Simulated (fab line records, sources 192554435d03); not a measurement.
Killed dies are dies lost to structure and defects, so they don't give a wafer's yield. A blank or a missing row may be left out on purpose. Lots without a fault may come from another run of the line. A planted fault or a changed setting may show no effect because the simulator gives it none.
fab line records | flow n5_finfet
record lots=23 wafers=69 last_day=17
route steps=1938 shown HKMG_FIN@419 GATE_CUT@475
lots that met no fault: from a run of the same line without faults
start_h: hours from the record's first day to the start of the lot's first wafer shown | wait_h: hours since the lot's step before | " the same as in the row above | L1.1+2: a row that stands for several wafers | - no value, or no start given | * or withheld: withheld | < > ~ a bound
route shown NAME@n: a module of which the file shows steps, and the number in the route of the first | usual: mean/standard deviation of fault-free wafers | same: alike in all rows | chamber/n: place in a boat | sites: the reading at each site | _std_site: their standard deviation | _edge_site: outer sites' mean less inner sites' | radius_mm: how far each site lies from the wafer's centre | mask NAME#n: copy n | behind: the tool/chamber that last shaped the wafer | hold: why the lot was held/for how many hours/how that ended | device: the transistor (n, p or np) that didn't switch | end of line: the same wafers' tests at the end of the route | a step without rows: its recipe alone | killed: dies lost to structure and defects at the first sort, not the wafer's yield | map: a wafer's dies, x killed, . not, _ none there
set.NAME: the setting as run; set.NAME@STEP: as run at that earlier step | model.NAME: the simulator's own value behind a step, which no gauge read
steps of the route over a sample of lots; a table a step, a row a wafer
services: from which hour (start_h, from the record's first day; less than 0 if before it) a tool's chamber was out of use, for how many hours, and why
## steps
# step N5_HKMG_FIN_ALD_36
# recipe material=TiN target_thk_a=10 temp_c=400 ald_precursor_family=TiCl4 ald_co_reactant=NH3 pulse_time_s=1 purge_time_s=3 co_reactant_purge_time_s=2 co_reactant_pulse_time_s=2 ald_cycles=47 pressure_torr=3
# usual heater_power_w=904/73 precursor_pulse_height_rel=1.001/0.02
# columns lot.wafer tool chamber start_h wait_h heater_power_w precursor_pulse_height_rel since_wet_clean_h
L074.3 ald_metal-04 0 74.27 0.0 867 0.993 1276
L074.4 " 3 " " 880 1.011 1276
L074.5 " 1 " " 931 0.961 -
L075.1 ald_metal-02 2 84.54 0.0 837 0.989 4363
L075.2 " 3 " " 839 0.998 4363
L075.3 " 1 " " 928 1.004 4363
L076.2 ald_metal-02 3 86.56 0.0 850 1.007 4365
L076.3 " 0 " " 882 0.992 4365
L076.6 " 3 " " 864 1.029 -
L077.1 ald_metal-04 2 97.11 0.0 833 0.987 1298
L077.3 " 0 " " 871 0.970 1298
L077.6 " 2 " " 822 0.980 -
L078.1 ald_metal-03 3 98.09 0.0 911 1.001 2838
L078.5 " 2 " " 1013 0.987 -
L078.6 " 0 " " 832 0.977 -
L079.3 ald_metal-02 2 105.71 0.0 836 1.020 4384
L079.4 " 1 " " 937 0.988 4384
L079.5 " 0 " " 806 1.031 -
L080.2 ald_metal-02 0 109.46 0.0 852 1.010 4388
L080.4 " 2 " " 829 0.989 4388
L080.6 " 1 " " 947 1.023 -
L081.2 ald_metal-02 0 115.86 0.0 857 1.016 4394
L081.3 " 2 " " 817 1.030 4394
L081.4 " 1 " " 937 0.977 4394
L082.2 ald_metal-04 3 124.72 0.0 906 1.003 1326
L082.3 " 1 " " 942 1.002 1326
L082.6 " 1 " " 931 0.987 -
L083.1 ald_metal-03 2 129.16 0.0 1046 1.016 2869
L083.4 " 0 " " 853 1.017 2869
L083.5 " 3 " " 922 0.986 -
L084.1 ald_metal-03 3 137.32 0.0 933 0.980 2877
L084.3 " 2 " " 1034 0.984 2877
L084.6 " 1 " " 1042 0.981 -
L085.2 ald_metal-03 0 140.55 0.0 841 1.000 2880
L085.3 " 2 " " 1048 0.986 2880
L085.6 " 0 " " 851 0.987 -
L086.1 ald_metal-03 1 149.24 0.0 1041 0.980 2889
L086.3 " 0 " " 862 1.010 2889
L086.4 " 2 " " 1025 1.004 2889
L087.1 ald_metal-02 0 155.63 0.0 869 1.007 4434
L087.2 " 3 " " 861 1.027 4434
L087.3 " 1 " " 927 0.995 4434
L088.1 ald_metal-04 1 158.82 0.0 964 0.988 1360
L088.4 " 0 " " 870 0.995 1360
L088.5 " 3 " " 907 0.965 -
L089.2 ald_metal-02 1 166.80 0.0 926 1.017 4445
L089.5 " 3 " " 857 0.988 -
L089.6 " 0 " " 843 0.998 -
L090.2 ald_metal-04 3 168.41 0.0 905 1.003 1370
L090.3 " 2 " " 863 1.003 1370
L090.5 " 1 " " 959 0.988 -
L091.1 ald_metal-04 3 175.75 0.0 902 0.990 1377
L091.3 " 1 " " 965 0.982 1377
L091.5 " 0 " " 852 0.986 -
L092.2 ald_metal-04 3 185.98 0.0 898 0.988 1387
L092.4 " 2 " " 838 0.983 1387
L092.5 " 3 " " 894 1.005 -
L093.3 ald_metal-02 1 188.71 0.0 944 1.006 4467
L093.5 " 3 " " 837 1.001 -
L093.6 " 0 " " 838 0.986 -
L095.1 ald_metal-04 0 200.38 0.0 855 0.986 1402
L095.2 " 2 " " 828 0.947 1402
L095.4 " 3 " " 890 1.004 1402
L096.1 ald_metal-04 1 207.28 0.0 942 0.986 1409
L096.5 " 0 " " 835 1.009 -
L096.6 " 1 " " 931 1.031 -
L097.2 ald_metal-03 2 212.40 0.0 1060 1.005 2952
L097.5 " 1 " " 1026 0.959 -
L097.6 " 2 " " 1073 0.997 -
# step N5_HKMG_FIN_CD_MEAS_12
# recipe target_cd_nm=92.8 landing_energy_ev=500 detector=se_inlens
# usual cd_nm=92.8/0.87
# same landing_energy_ev=500
# columns lot.wafer tool chamber start_h wait_h cd_nm
L074.3 cd_sem-03 0 75.43 - 93.9
L074.4 " 0 " " 94.0
L074.5 " 0 " " 92.2
L075.1 cd_sem-03 0 85.57 - 90.7
L075.2 " 0 " " 92.9
L075.3 " 0 " " 90.9
L076.2 cd_sem-02 0 87.71 - 92.9
L076.3 " 0 " " 95.0
L076.6 " 0 " " 93.1
L077.1 cd_sem-03 0 98.27 - 93.0
L077.3 " 0 " " 93.5
L077.6 " 0 " " 93.8
L078.1 cd_sem-01 0 99.24 - 92.1
L078.5 " 0 " " 90.9
L078.6 " 0 " " 92.4
L079.3 cd_sem-01 0 106.74 - 91.6
L079.4 " 0 " " 93.0
L079.5 " 0 " " 93.4
L080.2 cd_sem-03 0 110.49 - 93.2
L080.4 " 0 " " 93.4
L080.6 " 0 " " 92.5
L081.2 cd_sem-01 0 116.89 - 91.8
L081.3 " 0 " " 92.5
L081.4 " 0 " " 91.9
L082.2 cd_sem-01 0 125.75 - 92.3
L082.3 " 0 " " 91.3
L082.6 " 0 " " 92.2
L083.1 cd_sem-03 0 130.31 - 92.3
L083.4 " 0 " " 92.9
L083.5 " 0 " " 92.9
L084.1 cd_sem-01 0 139.39 - 92.6
L084.3 " 0 " " 93.7
L084.6 " 0 " " 92.8
L085.2 cd_sem-01 0 141.71 - 92.4
L085.3 " 0 " " 91.8
L085.6 " 0 " " 94.1
L086.1 cd_sem-03 0 150.40 - 92.7
L086.3 " 0 " " 92.9
L086.4 " 0 " " 93.9
L087.1 cd_sem-01 0 156.79 - 90.8
L087.2 " 0 " " 92.9
L087.3 " 0 " " 93.0
L088.1 cd_sem-02 0 159.85 - 92.5
L088.4 " 0 " " 92.6
L088.5 " 0 " " 93.7
L089.2 cd_sem-03 0 167.96 - 90.9
L089.5 " 0 " " 91.8
L089.6 " 0 " " 91.9
L090.2 cd_sem-02 0 169.57 - 92.1
L090.3 " 0 " " 92.5
L090.5 " 0 " " 93.5
L091.1 cd_sem-01 0 176.78 - 93.1
L091.3 " 0 " " 94.6
L091.5 " 0 " " 93.7
L092.2 cd_sem-03 0 187.14 - 92.8
L092.4 " 0 " " 94.4
L092.5 " 0 " " 92.8
L093.3 cd_sem-02 0 189.87 - 93.2
L093.5 " 0 " " 93.2
L093.6 " 0 " " 94.2
L095.1 cd_sem-02 0 201.54 - 92.8
L095.2 " 0 " " 94.2
L095.4 " 0 " " 92.2
L096.1 cd_sem-02 0 208.30 - 93.8
L096.5 " 0 " " 93.4
L096.6 " 0 " " 93.6
L097.2 cd_sem-02 0 213.43 - 92.4
L097.5 " 0 " " 92.7
L097.6 " 0 " " 92.3
# step N5_HKMG_FIN_ETCH_86
# recipe chemistry=N2/H2 target=SOC target_depth_a=3932 stop_on=TiN ion_energy_ev=100 bias_w=61 pressure_mtorr=30 source_w=850 n2_flow_sccm=200 h2_flow_sccm=200
# usual drypump_motor_current_A=5.61/0.27 n2_flow_sccm=200.1/0.56 oes_product_au=0.78/0.084 rf_vpp_V=240.3/1.1 showerhead_plenum_p_Torr=2.51/0.066 throttle_valve_pct=17.9/0.3
# columns lot.wafer tool chamber start_h wait_h drypump_motor_current_A n2_flow_sccm oes_product_au rf_hours_counter_h rf_vpp_V showerhead_plenum_p_Torr throttle_valve_pct
L074.3 rie_diel-02 0 76.87 - 5.70 199.6 0.75 174 238.6 2.47 18.3
L074.4 " 3 " " 5.77 200.7 0.69 234 241.1 2.53 18.4
L074.5 " 0 " " 5.68 199.0 0.75 - 238.9 2.47 18.3
L075.1 rie_diel-03 1 86.98 - 5.20 200.9 0.84 80 239.3 2.44 17.4
L075.2 " 3 " " 5.85 200.0 0.77 131 242.4 2.54 17.7
L075.3 " 0 " " 5.08 199.7 0.70 204 241.7 2.64 17.7
L076.2 rie_diel-02 0 89.41 - 5.68 200.4 0.75 179 238.3 2.46 18.3
L076.3 " 1 " " 5.22 200.1 0.78 98 238.8 2.47 18.2
L076.6 " 3 " " 5.77 200.8 0.69 - 240.8 2.53 18.3
L077.1 rie_diel-06 1 99.73 - 5.42 199.5 0.95 8 240.3 2.61 17.6
L077.3 " 3 " " 5.93 200.2 0.71 192 238.9 2.41 17.9
L077.6 " 2 " " 5.53 200.2 0.88 - 241.2 2.60 18.0
L078.1 rie_diel-02 0 100.71 - 5.67 199.6 0.74 182 238.4 2.46 18.3
L078.5 " 2 " " 5.70 199.2 0.72 - 240.1 2.52 18.1
L078.6 " 3 " " 5.73 199.3 0.69 - 241.0 2.53 18.3
L079.3 rie_diel-02 3 108.15 - 5.76 199.3 0.69 246 240.5 2.53 18.4
L079.4 " 1 " " 5.18 200.6 0.78 103 239.8 2.47 18.2
L079.5 " 3 " " 5.76 198.4 0.69 - 239.9 2.53 18.4
L080.2 rie_diel-06 2 111.90 - 5.55 200.8 0.87 53 240.2 2.60 18.0
L080.4 " 3 " " 5.94 199.3 0.71 197 239.5 2.41 17.9
L080.6 " 2 " " 5.54 200.6 0.87 - 241.7 2.60 18.0
L081.2 rie_diel-02 1 118.42 - 5.22 201.0 0.78 105 238.8 2.46 18.2
L081.3 " 0 " " 5.69 201.0 0.74 190 238.1 2.46 18.3
L081.4 " 0 " " 5.68 200.3 0.74 - 239.6 2.46 18.3
L082.2 rie_diel-02 1 127.22 - 5.22 200.0 0.77 109 239.9 2.46 18.2
L082.3 " 2 " " 5.74 200.2 0.71 193 239.3 2.52 18.1
L082.6 " 0 " " 5.72 199.9 0.74 - 239.4 2.46 18.3
L083.1 rie_diel-03 2 131.75 - 5.70 199.9 0.91 29 241.8 2.57 17.4
L083.4 " 0 " " 5.12 200.3 0.69 222 241.8 2.63 17.7
L083.5 " 0 " " 5.10 200.3 0.69 - 240.9 2.63 17.7
L084.1 rie_diel-06 1 141.24 - 5.42 200.6 0.91 22 242.2 2.60 17.6
L084.3 " 2 " " 5.54 200.5 0.85 64 241.9 2.60 18.0
L084.6 " 0 " " 6.05 200.3 0.90 - 240.7 2.48 17.4
L085.2 rie_diel-02 2 143.14 - 5.71 198.9 0.71 200 240.2 2.51 18.1
L085.3 " 1 " " 5.21 200.7 0.76 117 237.9 2.46 18.3
L085.6 " 1 " " 5.24 200.2 0.77 - 241.0 2.46 18.2
L086.1 rie_diel-06 3 152.14 - 5.93 200.6 0.71 209 240.1 2.41 17.9
L086.3 " 2 " " 5.53 199.7 0.85 68 240.8 2.59 18.0
L086.4 " 1 " " 5.42 201.2 0.90 27 240.4 2.60 17.7
L087.1 rie_diel-06 2 158.47 - 5.55 199.5 0.84 71 240.5 2.59 18.0
L087.2 " 0 " " 6.04 200.0 0.89 31 239.6 2.47 17.5
L087.3 " 1 " " 5.43 200.3 0.90 30 240.8 2.60 17.6
L088.1 rie_diel-02 2 161.25 - 5.71 199.7 0.71 208 240.6 2.51 18.1
L088.4 " 1 " " 5.24 199.7 0.75 126 240.0 2.46 18.3
L088.5 " 3 " " 5.72 199.7 0.94 - 239.9 2.52 17.9
L089.2 rie_diel-02 2 169.37 - 5.70 199.9 0.70 211 241.0 2.51 18.1
L089.5 " 1 " " 5.27 200.0 0.75 - 239.6 2.45 18.3
L089.6 " 2 " " 5.70 200.3 0.70 - 240.4 2.51 18.1
L090.2 rie_diel-06 2 170.99 - 5.54 199.5 0.84 75 242.0 2.59 18.0
L090.3 " 3 " " 5.93 199.1 0.69 216 239.8 2.40 17.9
L090.5 " 1 " " 5.41 199.7 0.88 - 241.3 2.60 17.7
L091.1 rie_diel-03 1 179.04 - 5.25 199.4 0.80 111 238.7 2.42 17.5
L091.3 " 3 " " 5.90 199.5 0.73 164 241.6 2.53 17.7
L091.5 " 3 " " 5.89 199.2 0.74 - 240.9 2.53 17.8
L092.2 rie_diel-06 3 190.44 - 5.95 199.8 0.69 218 238.8 2.40 17.9
L092.4 " 2 " " 5.55 199.2 0.84 76 241.1 2.59 18.0
L092.5 " 0 " " 6.02 200.0 0.87 - 240.1 2.47 17.5
L093.3 rie_diel-03 1 191.28 - 5.22 200.2 0.80 117 240.1 2.42 17.5
L093.5 " 1 " " 5.22 200.2 0.79 - 237.5 2.42 17.5
L093.6 " 0 " " 5.10 200.1 0.68 - 240.1 2.62 17.8
L095.1 rie_diel-06 1 203.45 - 5.41 200.4 0.88 42 241.3 2.60 17.7
L095.2 " 3 " " 5.93 199.2 0.69 223 238.6 2.40 18.0
L095.4 " 2 " " 5.54 199.7 0.83 82 241.5 2.59 18.0
L096.1 rie_diel-02 2 209.71 - 5.68 199.4 0.69 226 240.3 2.50 18.1
L096.5 " 0 " " 5.69 200.2 0.71 - 239.7 2.44 18.4
L096.6 " 2 " " 5.68 200.8 0.69 - 240.3 2.50 18.2
L097.2 rie_diel-02 2 214.91 - 5.70 200.4 0.69 228 241.7 2.50 18.1
L097.5 " 0 " " 5.70 199.3 0.71 - 238.7 2.44 18.4
L097.6 " 1 " " 5.23 200.2 0.74 - 238.7 2.45 18.3
# step N5_HKMG_FIN_STRIP_69
# recipe chemistry=N2/H2 power_w=2500 temp_c=300 h2_frac=0.65 time_s=360 pressure_mtorr=withheld n2_flow_sccm=1750 h2_flow_sccm=3250
# usual drypump_motor_current_A=5.4/0.64 heater_power_w=430/10 n2_flow_sccm=1752/5.4
# columns lot.wafer tool chamber start_h wait_h drypump_motor_current_A heater_power_w n2_flow_sccm rf_hours_counter_h
L074.3 plasma_asher-02 0 78.67 0.2 4.9 415 1758 -
L074.4 " 1 " " 6.2 427 1751 -
L074.5 " 1 " " 6.2 424 1758 -
L075.1 plasma_asher-02 0 88.51 0.1 4.8 419 1750 92
L075.2 " 1 " " 6.2 428 1751 92
L075.3 " 0 " " 4.8 413 1754 -
L076.2 plasma_asher-01 0 90.85 0.1 5.9 441 1751 39
L076.3 " 1 " " 4.7 436 1758 -
L076.6 " 1 " " 4.7 441 1748 -
L077.1 plasma_asher-01 0 101.32 0.2 5.9 437 1745 41
L077.3 " 1 " " 4.7 445 1756 -
L077.6 " 1 " " 4.7 451 1755 -
L078.1 plasma_asher-02 0 102.27 0.2 4.8 410 1743 94
L078.5 " 0 " " 4.8 421 1751 -
L078.6 " 1 " " 6.2 431 1750 -
L079.3 plasma_asher-01 1 109.80 0.2 4.7 440 1756 -
L079.4 " 0 " " 5.9 421 1757 -
L079.5 " 1 " " 4.7 430 1759 -
L080.2 plasma_asher-01 0 113.45 0.2 5.9 439 1749 44
L080.4 " 0 " " 5.9 433 1752 -
L080.6 " 1 " " 4.7 438 1755 -
L081.2 plasma_asher-01 0 119.86 0.1 5.9 432 1748 45
L081.3 " 0 " " 5.9 443 1748 -
L081.4 " 1 " " 4.8 436 1756 -
L082.2 plasma_asher-01 1 128.65 0.1 4.7 437 1758 48
L082.3 " 0 " " 5.9 434 1746 -
L082.6 " 0 " " 5.9 434 1747 -
L083.1 plasma_asher-01 0 133.29 0.2 5.9 435 1750 50
L083.4 " 0 " " 5.9 435 1747 -
L083.5 " 0 " " 5.9 434 1751 -
L084.1 plasma_asher-01 0 142.81 0.2 5.9 437 1749 53
L084.3 " 1 " " 4.7 436 1748 -
L084.6 " 1 " " 4.7 436 1746 -
L085.2 plasma_asher-01 1 144.64 0.1 4.7 432 1754 53
L085.3 " 0 " " 5.9 429 1757 -
L085.6 " 0 " " 5.9 430 1750 -
L086.1 plasma_asher-02 1 153.59 0.1 6.2 429 1749 100
L086.3 " 0 " " 4.8 418 1746 -
L086.4 " 1 " " 6.1 435 1753 -
L087.1 plasma_asher-02 1 159.91 0.1 6.2 428 1751 102
L087.2 " 0 " " 4.8 422 1754 102
L087.3 " 1 " " 6.2 436 1742 -
L088.1 plasma_asher-01 0 162.73 0.1 5.9 432 1759 58
L088.4 " 0 " " 5.9 424 1755 -
L088.5 " 0 " " 5.9 424 1763 -
L089.2 plasma_asher-02 1 170.80 0.1 6.2 432 1749 104
L089.5 " 1 " " 6.2 439 1759 -
L089.6 " 0 " " 4.8 418 1751 -
L090.2 plasma_asher-01 1 172.42 0.1 4.7 438 1747 60
L090.3 " 0 " " 5.9 435 1745 -
L090.5 " 0 " " 5.9 439 1747 -
L091.1 plasma_asher-02 1 180.56 0.1 6.2 441 1753 106
L091.3 " 1 " " 6.2 439 1752 -
L091.5 " 1 " " 6.2 433 1760 -
L092.2 plasma_asher-02 1 191.87 0.1 6.2 437 1758 108
L092.4 " 0 " " 4.8 414 1745 -
L092.5 " 0 " " 4.8 413 1746 -
L093.3 plasma_asher-02 1 192.91 0.2 6.2 438 1753 -
L093.5 " 0 " " 4.8 410 1751 -
L093.6 " 1 " " 6.2 433 1756 -
L095.1 plasma_asher-02 0 204.91 0.1 4.8 420 1749 111
L095.2 " 1 " " 6.2 428 1738 111
L095.4 " 0 " " 4.8 410 1748 -
L096.1 plasma_asher-02 0 211.18 0.1 4.8 421 1749 111
L096.5 " 1 " " 6.1 423 1756 -
L096.6 " 0 " " 4.8 412 1753 -
L097.2 plasma_asher-02 1 216.35 0.1 6.2 430 1745 112
L097.5 " 0 " " 4.8 417 1749 -
L097.6 " 1 " " 6.1 435 1751 -
# step N5_GATE_CUT_CMP_02
# recipe stop_on=SiO2 t_overpolish_s=12.7 post_cmp_clean=alkaline_brush down_force_psi=2.5 platen_rpm=51.8 pad_velocity_m_s=1.0307 target_thk_nm=0
# usual motor_current_A=9.4/0.84 overpolish_run_s=12.700/0.0083 time_to_endpoint_s=26/4.4
# columns lot.wafer tool chamber start_h wait_h motor_current_A overpolish_run_s time_to_endpoint_s
L074.4 cmp-03 2 83.09 0.0 8.8 12.684 17
L074.3 " 0 " " 8.5 12.706 20
L074.5 " 2 " " 9.0 12.719 16
L075.3 cmp-01 0 93.10 0.1 9.7 12.714 26
L075.2 " 1 " " 10.4 12.693 23
L075.1 " 2 " " 9.6 12.700 24
L076.3 cmp-03 1 95.48 0.1 8.2 12.706 24
L076.2 " 2 " " 8.4 12.698 17
L076.6 " 3 " " 10.7 12.704 26
L077.3 cmp-01 0 105.99 0.1 9.2 12.695 28
L077.1 " 2 " " 10.3 12.704 29
L077.6 " 3 " " 9.3 12.696 31
L078.1 cmp-01 1 106.89 0.1 10.2 12.693 22
L078.5 " 3 " " 9.9 12.671 29
L078.6 " 0 " " 9.8 12.692 25
L079.4 cmp-01 3 114.85 0.1 9.6 12.703 33
L079.3 " 1 " " 10.3 12.699 27
L079.5 " 3 " " 9.9 12.697 31
L080.2 cmp-01 1 118.09 0.1 9.7 12.708 23
L080.4 " 3 " " 8.9 12.707 31
L080.6 " 0 " " 9.9 12.723 28
L081.3 cmp-03 1 124.69 0.1 8.2 12.700 23
L081.2 " 2 " " 9.1 12.696 18
L081.4 " 3 " " 10.4 12.703 28
L082.3 cmp-01 3 134.21 0.1 9.7 12.705 34
L082.2 " 1 " " 9.8 12.712 27
L082.6 " 3 " " 9.9 12.698 34
L083.1 cmp-02 2 137.83 0.1 8.3 12.710 20
L083.4 " 1 " " 9.3 12.707 20
L083.5 " 2 " " 8.2 12.716 23
L084.1 cmp-01 2 147.40 0.1 10.0 12.707 28
L084.3 " 3 " " 9.7 12.698 32
L084.6 " 2 " " 10.1 12.696 30
L085.2 cmp-01 3 149.23 0.1 9.4 12.694 31
L085.3 " 1 " " 9.9 12.685 24
L085.6 " 3 " " 9.2 12.683 34
L086.1 cmp-01 3 158.14 0.1 9.5 12.702 32
L086.3 " 1 " " 10.0 12.691 25
L086.4 " 2 " " 10.1 12.693 29
L087.2 cmp-03 3 164.82 0.1 10.5 12.703 24
L087.3 " 0 " " 8.6 12.698 23
L087.1 " 2 " " 9.2 12.688 15
L088.4 cmp-01 3 167.27 0.0 9.9 12.698 35
L088.1 " 0 " " 9.1 12.710 28
L088.5 " 3 " " 9.8 12.696 33
L089.2 cmp-01 1 175.41 0.1 10.5 12.699 22
L089.6 " 3 " " 9.3 12.702 33
L089.5 " 0 " " 9.3 12.704 28
L090.2 cmp-03 0 176.97 0.1 8.3 12.707 24
L090.3 " 1 " " 8.0 12.701 22
L090.5 " 0 " " 8.1 12.700 26
L091.1 cmp-02 1 185.13 0.1 9.9 12.702 20
L091.3 " 0 " " 8.4 12.691 26
L091.5 " 2 " " 8.4 12.693 25
L092.4 cmp-02 0 196.43 0.0 8.5 12.705 24
L092.2 " 1 " " 9.0 12.698 24
L092.5 " 1 " " 9.5 12.700 20
L093.3 cmp-01 0 197.45 0.1 9.9 12.691 30
L093.6 " 2 " " 10.3 12.690 29
L093.5 " 3 " " 9.4 12.705 34
L095.1 cmp-03 0 210.01 0.1 8.1 12.710 25
L095.2 " 2 " " 8.9 12.712 20
L095.4 " 3 " " 11.0 12.700 26
L096.1 cmp-03 3 216.69 0.5 10.7 12.690 22
L096.6 " 3 " " 10.7 12.704 23
L096.5 " 0 " " 8.3 12.693 21
L097.2 cmp-03 2 221.09 0.1 9.0 12.705 18
L097.5 " 0 " " 8.3 12.705 24
L097.6 " 1 " " 8.2 12.692 22
# step N5_GATE_CUT_ETCH_28
# recipe chemistry=N2/H2 target=underlayer target_depth_a=130 mask_material=CAR-EUV time_s=10.4 ion_energy_ev=200 pressure_mtorr=30 source_w=840 bias_w=150 n2_flow_sccm=200 h2_flow_sccm=200 ends=cleared
# usual drypump_motor_current_A=5.6/0.37 etch_rf_on_time_s=10.4/0.37 n2_flow_sccm=199.9/0.6 oes_product_au=0.68/0.075 rf_vpp_V=525.3/1.8 showerhead_plenum_p_Torr=2.59/0.06 throttle_valve_pct=17.66/0.26
# columns lot.wafer tool chamber start_h wait_h drypump_motor_current_A etch_rf_on_time_s n2_flow_sccm oes_product_au rf_hours_counter_h rf_vpp_V showerhead_plenum_p_Torr throttle_valve_pct
L074.3 rie_diel-01 3 83.99 0.0 6.2 10.8 198.9 0.59 233 522.3 2.52 17.88
L074.4 " 0 " " 5.7 10.5 199.1 0.61 209 524.3 2.50 17.74
L074.5 " 2 " " 5.8 10.2 200.4 0.81 - 521.5 2.49 17.84
L075.1 rie_diel-04 3 93.92 0.0 6.1 10.0 199.1 0.73 86 525.2 2.54 17.15
L075.2 " 1 " " 4.9 10.1 200.7 0.66 135 527.9 2.68 17.70
L075.3 " 0 " " 5.4 10.6 199.5 0.65 142 527.1 2.64 17.68
L076.2 rie_diel-05 3 96.25 0.0 5.8 10.7 200.4 0.60 230 524.5 2.59 17.43
L076.3 " 0 " " 5.0 9.9 200.9 0.64 185 525.8 2.63 17.74
L076.6 " 3 " " 5.8 10.7 200.1 0.61 - 524.9 2.59 17.44
L077.1 rie_diel-01 2 106.92 0.0 5.8 10.1 198.7 0.80 16 522.6 2.49 17.83
L077.3 " 3 " " 6.2 10.8 200.4 0.59 239 522.8 2.52 17.88
L077.6 " 3 " " 6.2 10.8 200.8 0.58 - 524.0 2.52 17.89
L078.1 rie_diel-04 2 107.64 0.0 6.0 10.2 200.0 0.60 235 526.3 2.60 18.06
L078.5 " 0 " " 5.5 10.6 198.6 0.65 - 526.5 2.64 17.71
L078.6 " 1 " " 5.0 10.0 200.2 0.66 - 526.0 2.68 17.68
L079.3 rie_diel-05 1 115.63 0.0 5.6 10.5 199.7 0.77 22 525.7 2.60 17.64
L079.4 " 1 " " 5.6 10.5 200.7 0.76 - 526.1 2.60 17.65
L079.5 " 0 " " 5.0 9.9 201.2 0.64 - 527.5 2.63 17.74
L080.2 rie_diel-04 0 119.04 0.0 5.4 10.5 199.4 0.65 150 528.3 2.64 17.68
L080.4 " 1 " " 5.0 9.9 200.0 0.67 143 526.8 2.67 17.68
L080.6 " 1 " " 5.0 10.0 200.6 0.66 - 527.0 2.67 17.71
L081.2 rie_diel-01 1 125.54 0.0 5.7 10.9 200.2 0.73 42 526.3 2.70 17.91
L081.3 " 2 " " 5.8 10.1 201.0 0.78 22 522.6 2.49 17.85
L081.4 " 3 " " 6.2 10.9 199.6 0.58 245 522.0 2.52 17.90
L082.2 rie_diel-05 1 135.12 0.0 5.6 10.5 200.0 0.76 28 524.4 2.59 17.67
L082.3 " 0 " " 5.0 9.8 199.7 0.63 199 526.5 2.63 17.78
L082.6 " 3 " " 5.8 10.6 200.2 0.59 - 524.1 2.59 17.46
L083.1 rie_diel-01 0 138.65 0.0 5.6 10.6 199.7 0.59 226 521.8 2.49 17.76
L083.4 " 2 " " 5.8 10.0 199.6 0.79 26 523.3 2.48 17.85
L083.5 " 1 " " 5.7 10.9 199.8 0.72 - 529.4 2.70 17.91
L084.1 rie_diel-05 1 148.31 0.0 5.6 10.6 200.3 0.75 33 524.9 2.59 17.69
L084.3 " 0 " " 5.0 9.9 199.4 0.63 203 525.6 2.63 17.77
L084.6 " 0 " " 5.0 9.9 199.6 0.62 - 526.3 2.63 17.79
L085.2 rie_diel-04 1 150.29 0.0 4.9 10.3 198.7 0.65 155 527.5 2.67 17.72
L085.3 " 3 " " 6.1 10.1 200.8 0.71 103 523.9 2.54 17.19
L085.6 " 1 " " 4.9 10.2 199.2 0.64 - 525.8 2.67 17.73
L086.1 rie_diel-04 1 158.96 0.0 5.0 10.1 200.4 0.65 157 525.6 2.67 17.74
L086.3 " 2 " " 6.0 10.1 200.3 0.59 248 525.5 2.59 18.10
L086.4 " 0 " " 5.4 10.6 200.8 0.64 162 526.8 2.63 17.70
L087.1 rie_diel-05 0 165.76 0.0 5.0 9.8 200.3 0.63 209 525.5 2.62 17.77
L087.2 " 1 " " 5.6 10.6 200.7 0.74 39 525.5 2.59 17.66
L087.3 " 2 " " 5.8 10.4 200.2 0.80 18 526.0 2.58 17.47
L088.1 rie_diel-04 0 168.09 0.0 5.4 10.5 199.7 0.63 166 526.0 2.63 17.72
L088.4 " 3 " " 6.1 10.1 199.8 0.70 - 523.4 2.54 17.18
L088.5 " 0 " " 5.4 10.5 200.6 0.63 - 528.1 2.63 17.72
L089.2 rie_diel-05 2 176.28 0.0 5.7 10.6 199.8 0.79 23 526.2 2.58 17.47
L089.5 " 0 " " 5.0 10.0 199.3 0.62 - 524.6 2.62 17.81
L089.6 " 3 " " 5.8 11.2 199.2 0.78 - 526.7 2.58 17.01
L090.2 rie_diel-04 3 177.81 0.0 6.1 9.8 200.0 0.71 112 522.7 2.53 17.18
L090.3 " 3 " " 6.1 9.9 200.2 0.71 - 523.2 2.53 17.21
L090.5 " 3 " " 6.1 9.8 200.4 0.70 - 525.0 2.53 17.17
L091.1 rie_diel-01 0 185.95 0.0 5.6 10.4 199.6 0.58 242 522.2 2.49 17.77
L091.3 " 1 " " 5.7 10.8 199.7 0.71 62 530.0 2.69 17.94
L091.5 " 1 " " 5.7 10.8 200.7 0.71 - 527.2 2.69 17.93
L092.2 rie_diel-04 2 197.26 0.0 6.0 10.0 198.5 0.87 0 525.6 2.59 17.72
L092.4 " 3 " " 6.1 9.9 199.7 0.69 119 524.1 2.53 17.21
L092.5 " 3 " " 6.1 9.9 200.0 0.70 - 524.1 2.53 17.22
L093.3 rie_diel-05 0 198.20 0.0 5.0 10.1 198.9 0.62 219 524.5 2.62 17.80
L093.5 " 2 " " 5.7 10.7 199.4 0.76 - 526.2 2.58 17.51
L093.6 " 1 " " 5.6 10.7 200.0 0.72 - 524.5 2.59 17.71
L095.1 rie_diel-05 0 212.61 0.0 5.0 10.1 199.5 0.61 224 526.4 2.62 17.83
L095.2 " 2 " " 5.7 10.7 199.5 0.76 34 524.7 2.58 17.49
L095.4 " 3 " " 5.8 11.4 199.6 0.73 13 525.3 2.58 17.03
L096.1 rie_diel-05 0 217.64 0.0 5.0 10.1 199.2 0.60 227 526.1 2.62 17.83
L096.5 " 3 " " 5.8 11.4 200.2 0.73 - 524.4 2.58 17.05
L096.6 " 2 " " 5.6 10.8 199.8 0.74 - 524.4 2.58 17.51
L097.2 rie_diel-01 3 222.23 0.0 6.2 10.4 200.4 0.80 12 522.2 2.51 17.55
L097.5 " 2 " " 5.8 10.1 199.6 0.75 - 522.5 2.47 17.90
L097.6 " 1 " " 5.7 10.9 200.0 0.70 - 526.9 2.69 17.95
## services
# columns tool chamber start_h hours kind
cmp-03 - 51.33 1.6 repair
rie_diel-04 3 51.82 4.5 repair
cmp-03 - 59.37 3.5 repair
ald_metal-04 - 60.26 8.7 pm
rie_diel-02 0 68.45 6.2 repair
cmp-03 - 68.99 4.0 pm
plasma_asher-01 - 84.16 4.3 pm
rie_diel-02 - 91.15 2.8 pm
rie_diel-06 0 91.22 16.7 repair
plasma_asher-02 - 101.08 0.9 repair
cmp-01 - 102.80 2.5 repair
rie_diel-02 1 112.26 2.7 repair
plasma_asher-02 - 121.91 15.6 pm
cmp-01 - 123.45 1.3 repair
ald_metal-04 - 125.67 0.7 repair
plasma_asher-02 - 140.75 5.2 repair
rie_diel-05 3 154.00 3.5 repair
cmp-01 - 186.87 1.3 repair
rie_diel-02 - 198.01 0.6 repair
rie_diel-05 - 200.69 1.2 repair
rie_diel-02 1 204.08 6.8 repair
cmp-01 - 210.70 7.7 pm
ald_metal-04 1 211.18 24.9 repair
cmp-01 - 220.48 4.0 pm
## key
fault none
